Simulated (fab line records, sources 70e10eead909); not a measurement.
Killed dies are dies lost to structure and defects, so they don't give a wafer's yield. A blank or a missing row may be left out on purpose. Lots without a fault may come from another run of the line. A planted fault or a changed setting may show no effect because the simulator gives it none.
A struck lot beside a sound one | flow nand_harc | 15 steps out of a route of 1302
Sound: wafers L692.1, L692.3, L692.6. Struck: wafer L696.6. (L696.2 of the same lot was not struck and is left out.) The cause comes at the end.
At each step with rows: each side's tool, then ch and its chambers, then its first start. Under that, the readings that differ: sound wafers | struck wafers | difference of the means | sigmas: that difference in standard deviations of wafers without a fault.
alike: readings whose means differ by less than 2 such deviations, and words and numbers that are the same on both sides. not compared: withheld readings, readings that some wafer has no value for, bounds like >300 that may hide the same value, and numbers for which the record gives no deviation and whose values overlap.
The two part at a step that has a row with sigmas, a row that says differs or no value, or rows on one side only. Numbers that don't overlap but have no deviation are shown without sigmas and don't part them. A reading that every wafer of one side lacks parts them only if that side has two wafers or more.

first, 1 step without rows for these wafers: NHARC_A_ONON_D1_DEP_09 (target thk 1000 nm).
NHARC_A_ONON_D1_THK_MEAS_11: measures by ellipsometry.
  sound on film_metro-01, day 11 14:00; struck on film_metro-01, day 13 19:12
  reading     | sound       | struck | difference | sigmas
  thk_nm (nm) | 994 992 994 | 1015   | +22        | +3
then, 1 step without rows for these wafers: NHARC_A_ONON_D1_DEP_12 (target thk 1000 nm).
NHARC_A_ONON_D1_THK_MEAS_14: measures by ellipsometry.
  sound on film_metro-02, day 11 14:34; struck on film_metro-02, day 13 19:46
  alike: thk_nm
then, 2 steps without rows for these wafers: NHARC_A_ONON_D1_ANNEAL_15 (time 3600 s); NHARC_A_ONON_D1_DEP_16 (target thk 1000 nm).
NHARC_A_ONON_D1_THK_MEAS_18: measures by ellipsometry.
  sound on film_metro-01, day 11 23:21; struck on film_metro-02, day 14 07:09
  alike: thk_nm
then, 1 step without rows for these wafers: NHARC_A_ONON_D1_DEP_19 (target thk 1000 nm).
NHARC_A_ONON_D1_THK_MEAS_21: measures by ellipsometry.
  sound on film_metro-02, day 11 23:55; struck on film_metro-02, day 14 07:43
  reading     | sound       | struck | difference | sigmas
  thk_nm (nm) | 982 982 983 | 1005   | +23        | +3
then, 1 step without rows for these wafers: NHARC_A_ONON_D1_DEP_22 (target thk 1000 nm).
NHARC_A_ONON_D1_THK_MEAS_24: measures by ellipsometry.
  sound on film_metro-01, day 12 00:28; struck on film_metro-01, day 14 08:17
  alike: thk_nm
NHARC_A_ONON_D1_DEP_25: target thk 1000 nm.
  sound on pecvd_onon-02 ch 0, day 12 00:32; struck on pecvd_onon-02 ch 0, day 14 08:24
NHARC_A_ONON_D1_THK_MEAS_27: measures by ellipsometry.
  sound on film_metro-02, day 12 01:03; struck on film_metro-02, day 14 08:51
  reading     | sound       | struck | difference | sigmas
  thk_nm (nm) | 985 986 986 | 1555   | +569       | +75
then, 1 step without rows for these wafers: NHARC_A_ONON_D1_DEP_28 (target thk 1000 nm).
-- the record jumps here: 16 days lie between the struck wafers' starts before and after (it left off in module A_ONON_D1 and takes up again in module END, whose first step shown is number 1302 of the route) --
NHARC_END_SORT_01:
  sound on prober-01 ch 0, day 28 19:02; struck on prober-01 ch 0, day 30 08:32
  reading         | sound    | struck | difference | sigmas
  killed_at_array | 66 69 66 | 672    | +605       | +36
  killed_dies     | 75 76 73 | 677    | +602       | +35
  alike: killed_at_other, killed_at_periphery, killed_open, killed_short

WHERE THEY PART
First at NHARC_A_ONON_D1_THK_MEAS_11; last, within this record, at NHARC_END_SORT_01.

WHY: what the simulator had put in
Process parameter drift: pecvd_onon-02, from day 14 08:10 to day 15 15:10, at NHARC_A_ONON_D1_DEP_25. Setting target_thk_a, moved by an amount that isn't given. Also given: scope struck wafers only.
